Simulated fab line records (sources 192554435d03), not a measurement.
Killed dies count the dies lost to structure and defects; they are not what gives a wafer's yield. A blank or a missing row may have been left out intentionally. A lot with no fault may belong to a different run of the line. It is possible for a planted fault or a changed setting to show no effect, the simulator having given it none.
fab line records	flow n5_finfet
record lots=9	wafers=27	last_day=18
route steps=1938 shown GATE_CUT@499 MOL_CONTACT_COAG@517 BEOL_M4@1111 PASSIVATION@1936
lots untouched by any fault: they come from a run of this same line in which no faults occurred
start_h: hours from the record's first day to the start of the lot's first wafer shown	wait_h: hours elapsed since this lot's preceding step	" identical to the entry in the row above	L1.1+2: one row covering several wafers at once	- either no value or no given start	* or withheld: withheld	< > ~ a bound
route shown NAME@n: names a module that has steps shown in the file, with the first one's number in the route	usual: mean/standard deviation of fault-free wafers	same: alike in all rows	chamber/n: place in a boat	sites: readings site by site	_std_site: standard deviation across them	_edge_site: mean of outer sites minus mean of inner sites	radius_mm: for every site, how far away it sits from the centre of the wafer	mask NAME#n: copy n	behind: the tool/chamber that last shaped the wafer	hold: reason for holding the lot/hours on hold/outcome of the hold	device: which transistor (n, p or np) failed to switch	end of line: the tests these same wafers got at the end of their route	a step with no rows: only its recipe	killed: the dies lost at the first sort to structure and to defects; this is not the yield of the wafer	map: a wafer's dies, x killed, . not, _ none there
set.NAME: the setting the step ran with; set.NAME@STEP: the setting that earlier step ran with	model.NAME: the simulator's own value behind a step, which no gauge read
the route's steps for a sample of lots (tables are steps, rows are wafers)
services: from which hour (start_h, from the record's first day; less than 0 if before it) a tool's chamber was out of use, for how many hours, and why
## steps
# step N5_GATE_CUT_ETCH_19
# recipe chemistry=CH3F/O2	target=SiNx	mask_material=SiO2	target_depth_a=537	time_s=76.7	pressure_mtorr=30	source_w=395	bias_w=73	Ar_flow_sccm=150	CH3F_flow_sccm=30	O2_flow_sccm=20	ion_energy_ev=120	ends=cleared
# usual drypump_motor_current_A=5.6/0.44	etch_rf_on_time_s=76.5/1.4	oes_product_au=0.69/0.088	rf_vpp_V=299/4.2	showerhead_plenum_p_Torr=1.99/0.078	throttle_valve_pct=16.43/0.18
lot.wafer	tool	chamber	start_h	wait_h	drypump_motor_current_A	etch_rf_on_time_s	oes_product_au	rf_hours_counter_h	rf_vpp_V	showerhead_plenum_p_Torr	throttle_valve_pct
L636.3	rie_diel-02	1	97.12	0.0	5.1	76.5	0.57	247	300	1.98	16.84
L636.5	"	0	"	"	5.7	77.7	0.62	-	302	2.00	16.60
L636.6	"	1	"	"	5.1	76.6	0.57	-	301	1.98	16.84
L638.4	rie_diel-04	0	98.66	0.0	4.8	77.3	0.58	237	295	1.89	16.58
L638.5	"	2	"	"	6.1	75.9	0.78	-	308	2.13	16.46
L638.6	"	3	"	"	6.2	76.0	0.70	-	295	1.95	16.61
L643.1	rie_diel-04	2	128.74	0.0	6.2	75.1	0.77	22	305	2.12	16.48
L643.4	"	3	"	"	6.1	76.1	0.69	106	295	1.95	16.61
L643.5	"	2	"	"	6.1	76.4	0.75	-	306	2.12	16.48
L645.3	rie_diel-04	1	142.93	0.0	5.2	77.6	0.61	211	295	1.98	16.53
L645.5	"	2	"	"	6.1	76.1	0.76	-	307	2.12	16.49
L645.6	"	0	"	"	4.8	78.4	0.57	-	295	1.89	16.63
L646.2	rie_diel-05	2	147.10	0.0	5.5	76.3	0.70	79	295	1.94	16.38
L646.3	"	3	"	"	5.9	74.9	0.76	35	297	2.12	16.12
L646.5	"	3	"	"	5.9	75.6	0.75	-	297	2.12	16.12
L653.1	rie_diel-05	2	190.59	0.0	5.5	76.2	0.69	92	292	1.94	16.38
L653.2	"	1	"	"	6.3	79.0	0.59	201	299	1.98	16.61
L653.3	"	0	"	"	5.4	75.7	0.59	229	306	1.88	16.43
L655.1	rie_diel-05	0	200.60	0.0	5.4	76.5	0.59	230	305	1.88	16.45
L655.2	"	3	"	"	5.9	74.9	0.74	49	298	2.12	16.15
L655.4	"	2	"	"	5.5	76.1	0.68	94	292	1.94	16.41
L657.3	rie_diel-04	0	209.99	0.0	4.8	75.1	0.78	13	301	2.13	16.18
L657.5	"	1	"	"	5.1	77.4	0.59	-	295	1.98	16.58
L657.6	"	2	"	"	6.1	75.3	0.74	-	305	2.12	16.53
L658.1	rie_diel-02	0	215.83	0.0	5.7	77.3	0.60	199	301	1.99	16.67
L658.2	"	2	"	"	5.8	75.8	0.74	43	304	2.10	16.16
L658.4	"	3	"	"	5.7	74.6	0.78	32	298	1.96	16.29
# step N5_GATE_CUT_VAPOR_ETCH_48
# recipe chemistry=BCl3/Cl2	target=TiN	mode=isotropic
# usual drypump_motor_current_A=5.69/0.26	he_backside_leak_sccm=3.39/0.15	oes_product_au=0.72/0.14
lot.wafer	tool	chamber	start_h	wait_h	drypump_motor_current_A	he_backside_leak_sccm	oes_product_au
L636.3	rie_metal-01	1	97.61	0.1	5.38	3.17	0.69
L636.5	"	1	"	"	5.37	3.32	0.69
L636.6	"	1	"	"	5.40	3.36	0.69
L638.4	rie_metal-03	0	98.95	0.0	5.91	3.37	0.60
L638.5	"	1	"	"	5.27	3.21	0.90
L638.6	"	0	"	"	5.91	3.43	0.60
L643.1	rie_metal-03	0	129.03	0.0	5.91	3.44	0.60
L643.4	"	0	"	"	5.91	3.37	0.59
L643.5	"	1	"	"	5.26	3.49	0.87
L645.3	rie_metal-01	1	143.23	0.0	5.37	3.34	0.68
L645.5	"	0	"	"	5.55	3.59	0.89
L645.6	"	1	"	"	5.38	3.25	0.68
L646.2	rie_metal-02	0	147.45	0.0	5.80	3.43	0.60
L646.3	"	0	"	"	5.79	3.50	0.60
L646.5	"	1	"	"	5.89	3.24	0.63
L653.1	rie_metal-02	0	190.87	0.0	5.83	3.35	0.59
L653.2	"	1	"	"	5.93	3.52	0.62
L653.3	"	0	"	"	5.80	3.35	0.59
L655.1	rie_metal-03	1	200.88	0.0	5.29	3.55	0.85
L655.2	"	0	"	"	5.93	3.30	0.95
L655.4	"	0	"	"	5.93	3.19	0.95
L657.3	rie_metal-02	1	210.47	0.1	5.91	3.78	0.63
L657.5	"	1	"	"	5.88	3.54	0.63
L657.6	"	1	"	"	5.91	3.68	0.63
L658.1	rie_metal-02	1	216.30	0.1	5.93	3.47	0.62
L658.2	"	1	"	"	5.91	3.28	0.62
L658.4	"	1	"	"	5.94	3.36	0.62
# step N5_GATE_CUT_VAPOR_ETCH_49
# recipe chemistry=BCl3/Cl2	target=TiAlC	mode=isotropic
# usual drypump_motor_current_A=5.70/0.27	he_backside_leak_sccm=3.4/0.3	oes_product_au=0.72/0.14
lot.wafer	tool	chamber	start_h	wait_h	drypump_motor_current_A	he_backside_leak_sccm	oes_product_au
L636.3	rie_metal-01	1	97.67	0.1	5.40	3.3	0.69
L636.5	"	1	"	"	5.38	3.4	0.68
L636.6	"	1	"	"	5.37	3.3	0.69
L638.4	rie_metal-03	0	98.98	0.0	5.93	3.4	0.60
L638.5	"	1	"	"	5.28	3.5	0.90
L638.6	"	0	"	"	5.94	3.3	0.60
L643.1	rie_metal-03	0	129.06	0.0	5.92	3.3	0.60
L643.4	"	0	"	"	5.95	3.2	0.60
L643.5	"	1	"	"	5.26	3.4	0.87
L645.3	rie_metal-01	1	143.26	0.0	5.39	3.5	0.68
L645.5	"	0	"	"	5.59	3.5	0.89
L645.6	"	1	"	"	5.35	3.4	0.68
L646.2	rie_metal-02	0	147.49	0.0	5.80	3.3	0.60
L646.3	"	0	"	"	5.81	3.3	0.60
L646.5	"	1	"	"	5.90	3.3	0.63
L653.1	rie_metal-02	0	190.90	0.0	5.78	3.5	0.59
L653.2	"	1	"	"	5.89	3.1	0.63
L653.3	"	0	"	"	5.80	3.3	0.59
L655.1	rie_metal-03	1	200.91	0.0	5.27	3.5	0.85
L655.2	"	0	"	"	5.98	3.2	0.96
L655.4	"	0	"	"	5.91	3.1	0.95
L657.3	rie_metal-02	1	210.53	0.1	5.93	3.3	0.62
L657.5	"	1	"	"	5.96	3.5	0.62
L657.6	"	1	"	"	5.93	3.4	0.63
L658.1	rie_metal-02	1	216.36	0.1	5.93	3.3	0.62
L658.2	"	1	"	"	5.93	3.5	0.62
L658.4	"	1	"	"	5.93	3.4	0.62
# step N5_MOL_CONTACT_COAG_COAT_103
# recipe resist=SOC	temp_c=250	time_s=60	spin_rpm=1500	resist_thk_nm=80
# usual heater_power_total_W=500.4/1.9	plate_temp_C=250.00/0.17
lot.wafer	tool	chamber	start_h	wait_h	heater_power_total_W	plate_temp_C
L636.3	litho_track-03	0	101.06	0.0	501.3	250.13
L636.5	"	0	"	"	503.3	249.75
L636.6	"	0	"	"	499.2	250.31
L638.4	litho_track-02	0	102.32	0.0	502.8	249.88
L638.5	"	0	"	"	500.6	250.19
L638.6	"	0	"	"	497.6	249.95
L643.1	litho_track-03	0	132.39	0.0	472.3	238.33
L643.4	"	0	"	"	472.0	238.48
L643.5	"	0	"	"	473.4	238.35
L645.3	litho_track-03	0	146.04	0.0	470.6	238.24
L645.5	"	0	"	"	473.6	238.36
L645.6	"	0	"	"	471.7	238.48
L646.2	litho_track-05	0	150.30	0.0	502.5	249.84
L646.3	"	0	"	"	502.1	249.84
L646.5	"	0	"	"	502.4	249.36
L653.1	litho_track-02	0	194.92	0.7	497.9	249.95
L653.2	"	0	"	"	502.2	250.10
L653.3	"	0	"	"	499.9	249.72
L655.1	litho_track-03	0	203.70	0.0	499.4	249.92
L655.2	"	0	"	"	501.7	249.90
L655.4	"	0	"	"	501.8	250.11
L657.3	litho_track-02	0	213.77	0.4	500.4	249.99
L657.5	"	0	"	"	500.4	249.95
L657.6	"	0	"	"	497.5	250.08
L658.1	litho_track-03	0	219.21	0.0	497.4	249.90
L658.2	"	0	"	"	502.2	250.14
L658.4	"	0	"	"	497.8	249.74
# step N5_BEOL_M4_RC_MEAS_101
# usual DIBL_N=36.4/1.6	DIBL_P=36.2/1.8	IOFF_N=0.159/0.029	IOFF_P=0.21/0.034	ION_N=670/12	ION_P=459/8.2	SS_N=71.5/0.59	SS_P=73.2/0.54	VT_N=250/3.3	VT_P=-250/3.7
lot.wafer	tool	chamber	start_h	wait_h	DIBL_N[mV/V]	DIBL_P[mV/V]	IOFF_N[nA/um]	IOFF_P[nA/um]	ION_N[uA/um]	ION_P[uA/um]	SS_N[mV/dec]	SS_P[mV/dec]	VT_N[mV]	VT_P[mV]
L636.3	prober-02	0	188.80	0.3	35.8	37.4	0.150	0.20	673	460	71.2	73.4	248	-251
L636.5	"	0	"	"	36.6	37.3	0.153	0.20	659	447	71.3	73.6	251	-252
L636.6	"	0	"	"	36.6	37.5	0.164	0.21	671	459	71.5	73.1	251	-254
L638.4	prober-02	0	204.10	0.5	34.8	33.3	0.133	0.20	674	465	70.2	73.3	252	-249
L638.5	"	0	"	"	37.0	35.7	0.170	0.24	685	464	71.5	72.6	248	-247
L638.6	"	0	"	"	36.3	34.5	0.144	0.22	658	459	71.6	73.3	252	-247
L645.3	prober-01	0	225.27	0.3	38.3	37.5	0.176	0.27	669	462	71.5	74.3	248	-245
L645.5	"	0	"	"	38.0	36.8	0.173	0.24	692	473	71.6	73.7	247	-248
L645.6	"	0	"	"	38.2	37.1	0.184	0.26	678	468	71.8	74.1	247	-243
L643.1	prober-01	0	243.95	0.0	35.2	33.9	0.121	0.16	656	441	71.2	73.0	254	-259
L643.4	"	0	"	"	35.8	34.4	0.130	0.16	657	441	71.6	72.5	257	-258
L643.5	"	0	"	"	37.1	36.6	0.148	0.19	664	452	71.6	73.4	252	-256
L646.2	prober-02	0	251.78	0.2	37.8	38.0	0.182	0.23	673	463	71.8	73.8	250	-252
L646.3	"	0	"	"	37.7	36.4	0.181	0.19	684	456	72.6	73.7	249	-254
L646.5	"	0	"	"	35.8	34.1	0.142	0.16	659	445	71.4	72.9	253	-255
L653.1	prober-01	0	293.59	0.0	36.0	35.5	0.161	0.20	663	454	71.7	72.9	253	-254
L653.2	"	0	"	"	34.9	33.7	0.129	0.17	654	449	71.8	72.5	257	-254
L653.3	"	0	"	"	36.2	38.1	0.158	0.23	675	464	72.1	73.4	253	-251
L655.1	prober-02	0	293.77	0.0	39.8	38.1	0.211	0.25	673	456	72.7	74.5	243	-251
L655.2	"	0	"	"	34.7	34.4	0.128	0.20	667	459	70.1	72.9	251	-249
L655.4	"	0	"	"	37.9	36.6	0.181	0.24	677	458	72.7	73.4	246	-248
L657.3	prober-02	0	311.25	0.3	35.5	34.9	0.113	0.14	649	443	71.2	72.3	257	-262
L657.5	"	0	"	"	38.6	39.7	0.190	0.20	673	453	72.2	73.7	250	-253
L657.6	"	0	"	"	36.9	37.1	0.152	0.16	675	455	71.9	72.9	251	-258
L658.1	prober-01	0	331.48	0.0	36.1	37.1	0.157	0.22	657	458	71.7	73.4	253	-250
L658.2	"	0	"	"	37.3	39.1	0.196	0.26	689	472	71.7	73.6	247	-248
L658.4	"	0	"	"	33.1	34.9	0.117	0.19	652	460	70.8	72.5	253	-250
# step N5_PASSIVATION_PROBE_49
# usual defect_limited_yield=91.1/1.5	killed_at_M0_to_M3=33/9.9	killed_at_M4_up=14/5.2	killed_at_contacts=12/6.7	killed_at_front_end=43/13	killed_at_other=3.4/2.7	killed_dies=105/17	killed_on_rim=14/4.2	killed_open=69/13	killed_short=33/7.5	sort_bin_5_function=5.2/0.91	sort_bin_6_memory=3.3/0.71	sort_n_pass=1075/17	sort_yield_pct=91.1/1.5
# same gross_dies=1180	killed_at_back_side=0	sort_bin_4_leakage[%]=0	sort_bin_8_speed[%]=0
lot.wafer	tool	chamber	start_h	wait_h	defect_limited_yield[%]	killed_at_M0_to_M3	killed_at_M4_up	killed_at_contacts	killed_at_front_end	killed_at_other	killed_dies	killed_on_rim	killed_open	killed_short	sort_bin_5_function[%]	sort_bin_6_memory[%]	sort_n_pass	sort_yield_pct[%]
L636.3	prober-01	-	305.33	0.1	90.4	37	17	10	43	6	113	14	69	43	5.6	3.6	1067	90.4
L636.5	prober-01	-	305.43	0.2	89.2	56	11	22	39	0	128	15	99	28	6.5	4.2	1052	89.2
L636.6	prober-01	-	305.48	0.3	89.6	45	14	16	47	1	123	18	84	39	5.8	4.2	1057	89.6
L638.4	prober-02	-	316.36	0.2	91.4	39	13	8	40	1	101	18	68	33	5.3	3.1	1079	91.4
L638.5	prober-02	-	316.41	0.2	91.2	48	11	2	41	2	104	13	68	36	5.6	3.0	1076	91.2
L638.6	prober-02	-	316.46	0.3	92.7	29	11	7	38	1	86	11	52	33	4.2	2.7	1094	92.7
L645.3	prober-02	-	328.17	0.1	92.4	40	14	5	29	2	90	11	66	24	4.7	2.7	1090	92.4
L645.5	prober-02	-	328.27	0.2	91.9	34	16	6	27	12	95	15	52	43	4.5	3.0	1085	91.9
L645.6	prober-02	-	328.32	0.3	92.6	39	11	7	28	2	87	10	54	32	4.9	2.1	1093	92.6
L643.1	prober-01	-	342.58	0.0	89.2	53	19	14	39	2	127	19	80	44	5.8	4.6	1053	89.2
L643.4	prober-01	-	342.73	0.2	92.3	34	12	12	33	0	91	8	67	24	4.9	2.6	1089	92.3
L643.5	prober-01	-	342.78	0.2	91.1	33	18	5	48	1	105	21	64	32	4.7	3.1	1075	91.1
L646.2	prober-01	-	356.44	0.1	91.4	33	11	20	37	1	102	9	70	32	5.3	3.2	1078	91.4
L646.3	prober-01	-	356.49	0.1	90.8	34	12	19	39	4	108	18	71	35	5.8	3.1	1072	90.8
L646.5	prober-01	-	356.59	0.2	88.1	41	12	31	52	5	141	25	91	50	7.0	4.3	1039	88.1
L653.1	prober-02	-	397.43	0.0	89.9	46	14	6	50	3	119	18	79	39	6.3	3.6	1061	89.9
L653.2	prober-02	-	397.48	0.1	88.1	36	12	12	78	3	141	21	91	48	6.4	5.2	1039	88.1
L653.3	prober-02	-	397.53	0.1	89.2	27	12	18	70	1	128	12	85	41	6.4	4.1	1052	89.2
L655.1	prober-01	-	405.58	0.0	90.6	40	10	13	46	2	111	16	75	35	5.8	3.4	1069	90.6
L655.2	prober-01	-	405.63	0.1	91.4	27	17	8	42	7	101	10	72	25	5.3	2.9	1079	91.4
L655.4	prober-01	-	405.73	0.2	91.7	23	10	10	52	3	98	21	55	34	4.6	2.7	1082	91.7
L657.3	prober-02	-	417.63	0.1	91.2	45	17	5	25	12	104	8	69	35	5.3	3.1	1076	91.2
L657.5	prober-02	-	417.73	0.2	93.6	25	10	2	32	7	76	12	51	25	3.6	2.6	1104	93.6
L657.6	prober-02	-	417.78	0.3	94.0	35	15	4	15	2	71	11	45	26	3.5	2.2	1109	94.0
L658.1	prober-01	-	432.35	0.0	91.3	40	8	12	41	2	103	15	65	35	4.3	4.2	1077	91.3
L658.2	prober-01	-	432.40	0.1	91.1	37	15	8	39	6	105	6	71	34	5.3	3.5	1075	91.1
L658.4	prober-01	-	432.50	0.2	92.4	34	4	11	40	1	90	12	58	32	4.1	3.0	1090	92.4
# killed by level:class
L636.3 FIN_SAQP:geometric_particle:open=13 BEOL_M1:geometric_particle:open=8 BEOL_M0_SAQP:geometric_particle:open=7 MOL_CONTACT_COAG:geometric_particle:open=6 BEOL_M0_SAQP:geometric_particle:short=6 BEOL_M2:geometric_particle:open=6 BEOL_M4:geometric_particle:open=6 STARTING-WAFER:geometric_particle:short=6
L636.5 FIN_SAQP:geometric_particle:open=19 MOL_CONTACT_COAG:geometric_particle:open=16 BEOL_M2:geometric_particle:open=15 BEOL_M0_SAQP:geometric_particle:short=11 BEOL_M3:geometric_particle:open=10 BEOL_M0_SAQP:geometric_particle:open=7 MOL_CONTACT_COAG:geometric_particle:short=6 BEOL_M4:geometric_particle:open=6
L636.6 MOL_CONTACT_COAG:geometric_particle:open=14 FIN_SAQP:geometric_particle:open=13 BEOL_M2:geometric_particle:open=13 FIN_SAQP:geometric_particle:short=9 BEOL_M0_SAQP:geometric_particle:open=9 BEOL_M0_SAQP:geometric_particle:short=8 STARTING-WAFER:geometric_particle:open=5 BEOL_M7:geometric_particle:open=5
L638.4 BEOL_M2:geometric_particle:open=15 STI_FIN_REVEAL:geometric_particle:open=10 MOL_CONTACT_COAG:geometric_particle:open=8 BEOL_M0:geometric_particle:open=7 BEOL_M4:geometric_particle:short=6 BEOL_M3:geometric_particle:open=5 DUMMY_GATE:geometric_particle:open=4 ILD0:geometric_particle:short=4
L638.5 STI_FIN_REVEAL:geometric_particle:open=16 BEOL_M2:geometric_particle:open=11 BEOL_M0_SAQP:geometric_particle:open=10 BEOL_M1:geometric_particle:open=8 FIN_SAQP:geometric_particle:short=7 BEOL_M0_SAQP:geometric_particle:short=5 BEOL_M1:geometric_particle:short=5 BEOL_M2:geometric_particle:short=4
L638.6 BEOL_M2:geometric_particle:open=13 FIN_SAQP:geometric_particle:short=11 BEOL_M0_SAQP:geometric_particle:short=7 MOL_CONTACT_COAG:geometric_particle:open=6 FIN_SAQP:geometric_particle:open=5 BEOL_M0:geometric_particle:open=5 BEOL_M4:geometric_particle:open=5 STARTING-WAFER:geometric_particle:short=5
L645.3 FIN_SAQP:geometric_particle:open=12 BEOL_M3:geometric_particle:open=12 BEOL_M0_SAQP:geometric_particle:short=11 BEOL_M0_SAQP:geometric_particle:open=8 BEOL_M4:geometric_particle:open=6 BEOL_M2:geometric_particle:open=4 GATE_CUT:geometric_particle:open=3 MOL_CONTACT_COAG:geometric_particle:open=3
L645.5 BEOL_M0_SAQP:geometric_particle:short=17 BEOL_M3:geometric_particle:open=7 PAD_METAL:geometric_particle:open=7 BEOL_M0_SAQP:geometric_particle:open=5 BEOL_M4:geometric_particle:open=5 GATE_CUT:geometric_particle:short=4 MOL_CONTACT_COAG:geometric_particle:open=4 FIN_SAQP:geometric_particle:short=3
L645.6 BEOL_M0_SAQP:geometric_particle:short=11 BEOL_M0_SAQP:geometric_particle:open=9 FIN_SAQP:geometric_particle:short=6 BEOL_M2:geometric_particle:open=6 FIN_SAQP:geometric_particle:open=5 MOL_CONTACT_COAG:geometric_particle:open=5 BEOL_M3:geometric_particle:open=5 BEOL_M4:geometric_particle:open=5
L643.1 BEOL_M1:geometric_particle:open=12 MOL_CONTACT_COAG:geometric_particle:open=12 BEOL_M0_SAQP:geometric_particle:short=12 BEOL_M2:geometric_particle:open=11 FIN_SAQP:geometric_particle:short=8 FIN_SAQP:geometric_particle:open=7 BEOL_M3:geometric_particle:open=7 STI_FIN_REVEAL:geometric_particle:open=6
L643.4 BEOL_M3:geometric_particle:open=17 MOL_CONTACT_COAG:geometric_particle:open=11 FIN_SAQP:geometric_particle:open=7 STI_FIN_REVEAL:geometric_particle:open=6 BEOL_M0_SAQP:geometric_particle:short=5 ILD0:geometric_particle:open=4 GATE_CUT:geometric_particle:open=4 BEOL_M2:geometric_particle:open=4
L643.5 HKMG_FIN:area_etch=9 STI_FIN_REVEAL:geometric_particle:open=8 FIN_SAQP:geometric_particle:open=7 BEOL_M0_SAQP:geometric_particle:short=6 DUMMY_GATE:geometric_particle:open=5 BEOL_M4:geometric_particle:short=5 BEOL_M0_SAQP:geometric_particle:open=5 BEOL_M1:geometric_particle:open=5
L646.2 MOL_CONTACT_COAG:geometric_particle:open=15 FIN_SAQP:geometric_particle:open=14 BEOL_M3:geometric_particle:open=9 BEOL_M1:geometric_particle:open=8 FIN_SAQP:geometric_particle:short=6 BEOL_M0_SAQP:geometric_particle:short=6 BEOL_M4:geometric_particle:open=6 MOL_CONTACT_COAG:geometric_particle:short=5
L646.3 STI_FIN_REVEAL:geometric_particle:open=13 MOL_CONTACT_COAG:geometric_particle:open=12 BEOL_M3:geometric_particle:open=9 MOL_CONTACT_COAG:geometric_particle:short=7 BEOL_M0_SAQP:geometric_particle:open=6 GATE_CUT:geometric_particle:open=5 BEOL_M0_SAQP:geometric_particle:short=5 BEOL_M5:geometric_particle:open=5
L646.5 MOL_CONTACT_COAG:geometric_particle:open=26 STI_FIN_REVEAL:geometric_particle:open=21 BEOL_M0_SAQP:geometric_particle:open=10 BEOL_M0_SAQP:geometric_particle:short=9 FIN_SAQP:geometric_particle:short=7 BEOL_M3:geometric_particle:open=7 FIN_SAQP:geometric_particle:open=5 STI_FIN_REVEAL:geometric_particle:short=5
L653.1 BEOL_M3:geometric_particle:open=19 FIN_SAQP:geometric_particle:open=16 FIN_SAQP:geometric_particle:short=11 BEOL_M0_SAQP:geometric_particle:short=8 MOL_CONTACT_COAG:geometric_particle:open=6 BEOL_M0_SAQP:geometric_particle:open=6 STI_FIN_REVEAL:geometric_particle:open=5 BEOL_M0:geometric_particle:open=5
L653.2 FIN_SAQP:geometric_particle:open=22 FIN_SAQP:geometric_particle:short=18 STI_FIN_REVEAL:geometric_particle:open=12 BEOL_M0_SAQP:geometric_particle:open=8 BEOL_M3:geometric_particle:open=8 MOL_CONTACT_COAG:geometric_particle:open=7 BEOL_M0_SAQP:geometric_particle:short=6 MOL_CONTACT_COAG:geometric_particle:short=5
L653.3 FIN_SAQP:geometric_particle:open=27 FIN_SAQP:geometric_particle:short=13 STI_FIN_REVEAL:geometric_particle:open=10 MOL_CONTACT_COAG:geometric_particle:open=10 BEOL_M0_SAQP:geometric_particle:short=9 MOL_CONTACT_COAG:geometric_particle:short=7 GATE_CUT:geometric_particle:short=4 GATE_CUT:geometric_particle:open=4
L655.1 BEOL_M2:geometric_particle:open=14 MOL_CONTACT_COAG:geometric_particle:open=11 DUMMY_GATE:geometric_particle:open=9 FIN_SAQP:geometric_particle:short=8 BEOL_M0_SAQP:geometric_particle:open=7 BEOL_M0_SAQP:geometric_particle:short=7 BEOL_M3:geometric_particle:open=5 STARTING-WAFER:geometric_particle:short=5
L655.2 DUMMY_GATE:geometric_particle:open=9 BEOL_M1:geometric_particle:open=9 STARTING-WAFER:geometric_particle:open=8 MOL_CONTACT_COAG:geometric_particle:open=7 FIN_SAQP:geometric_particle:open=5 BEOL_M0_SAQP:geometric_particle:short=5 STARTING-WAFER:geometric_particle:short=5 FIN_SAQP:geometric_particle:short=4
L655.4 MOL_CONTACT_COAG:geometric_particle:open=9 DUMMY_GATE:geometric_particle:open=8 FIN_SAQP:geometric_particle:open=7 STI_FIN_REVEAL:geometric_particle:open=7 BEOL_M0_SAQP:geometric_particle:open=7 FIN_SAQP:geometric_particle:short=6 HKMG_FIN:area_etch=6 DUMMY_GATE:geometric_particle:short=4
L657.3 BEOL_M0_SAQP:geometric_particle:open=16 BEOL_M0_SAQP:geometric_particle:short=11 BEOL_M4:geometric_particle:open=11 BEOL_M0:geometric_particle:open=5 BEOL_M2:geometric_particle:open=5 MOL_CONTACT_COAG:geometric_particle:open=4 PASS1_CAP:geometric_particle:open=4 FIN_SAQP:geometric_particle:open=3
L657.5 BEOL_M0_SAQP:geometric_particle:open=12 DUMMY_GATE:geometric_particle:open=10 BEOL_M0_SAQP:geometric_particle:short=6 STARTING-WAFER:geometric_particle:open=6 BEOL_M4:geometric_particle:open=5 FIN_SAQP:geometric_particle:open=4 STARTING-WAFER:geometric_particle:short=4 DUMMY_GATE:geometric_particle:short=3
L657.6 BEOL_M0_SAQP:geometric_particle:short=12 BEOL_M0_SAQP:geometric_particle:open=10 BEOL_M4:geometric_particle:open=6 DUMMY_GATE:geometric_particle:open=4 MOL_CONTACT_COAG:geometric_particle:open=4 BEOL_M6:geometric_particle:open=4 FIN_SAQP:geometric_particle:open=3 BEOL_M0:geometric_particle:open=3
L658.1 MOL_CONTACT_COAG:geometric_particle:open=9 FIN_SAQP:geometric_particle:short=8 BEOL_M0_SAQP:geometric_particle:open=7 STI_FIN_REVEAL:geometric_particle:open=6 BEOL_M1:geometric_particle:open=6 BEOL_M2:geometric_particle:open=6 BEOL_M3:geometric_particle:open=6 DUMMY_GATE:geometric_particle:open=5
L658.2 FIN_SAQP:geometric_particle:short=7 FIN_SAQP:geometric_particle:open=7 BEOL_M0_SAQP:geometric_particle:short=7 BEOL_M1:geometric_particle:open=7 BEOL_M3:geometric_particle:open=7 BEOL_M0_SAQP:geometric_particle:open=6 BEOL_M8:geometric_particle:open=6 MOL_CONTACT_COAG:geometric_particle:open=5
L658.4 MOL_CONTACT_COAG:geometric_particle:open=11 BEOL_M0_SAQP:geometric_particle:open=10 BEOL_M0_SAQP:geometric_particle:short=9 DUMMY_GATE:geometric_particle:open=7 STI_FIN_REVEAL:geometric_particle:open=5 GATE_CUT:geometric_particle:short=4 GATE_CUT:geometric_particle:open=4 BEOL_M1:geometric_particle:open=4
## services
tool	chamber	start_h	hours	kind
rie_metal-02	1	73.77	1.5	repair
rie_diel-02	3	77.62	-	clean
rie_diel-04	1	80.68	3.3	repair
rie_metal-03	-	86.82	1.4	pm
rie_metal-01	0	94.61	7.9	repair
rie_diel-02	-	110.04	15.6	pm
rie_metal-03	0	133.68	-	clean
rie_metal-03	0	133.68	18.7	scheduled_down
rie_metal-03	0	133.68	18.7	vent_cycle
rie_diel-04	3	138.80	6.5	repair
rie_diel-04	0	145.27	-	clean
rie_diel-04	0	145.27	-	consumable_replace:focus_ring
rie_diel-04	0	145.27	-	consumable_replace:showerhead
rie_diel-04	0	145.27	22.0	scheduled_down
rie_diel-04	0	145.27	22.0	vent_cycle
rie_diel-02	2	146.85	7.3	repair
rie_metal-03	0	169.63	1.4	repair
rie_diel-02	-	174.45	5.9	repair
rie_metal-02	-	196.79	10.0	pm
litho_track-03	-	197.49	-	consumable_replace:filter
rie_metal-02	0	206.79	-	clean
rie_metal-02	0	206.79	23.4	scheduled_down
rie_metal-02	0	206.79	23.4	vent_cycle
rie_diel-05	-	207.71	14.6	pm
## key
first_sign step=N5_MOL_CONTACT_COAG_COAT_103	reading=plate_temp_C	direction=down	sigmas=69	usual=*	struck=*
effect step=N5_MOL_CONTACT_COAG_COAT_103	reading=heater_power_total_W	direction=down	sigmas=15	usual=*	struck=*
met_at N5_MOL_CONTACT_COAG_COAT_103
struck_lots L643,L645
not_acting_at N5_GATE_CUT_ETCH_19,N5_GATE_CUT_VAPOR_ETCH_48,N5_GATE_CUT_VAPOR_ETCH_49
onset_between 101.06 132.39
fault kind=process_parameter_drift	tool=litho_track-03	chamber=-	onset_h=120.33	steps=N5_MOL_CONTACT_COAG_COAT_103	channel=temp_c	offset=*	shape=step	end_h=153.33	acts_in=*	stated=*
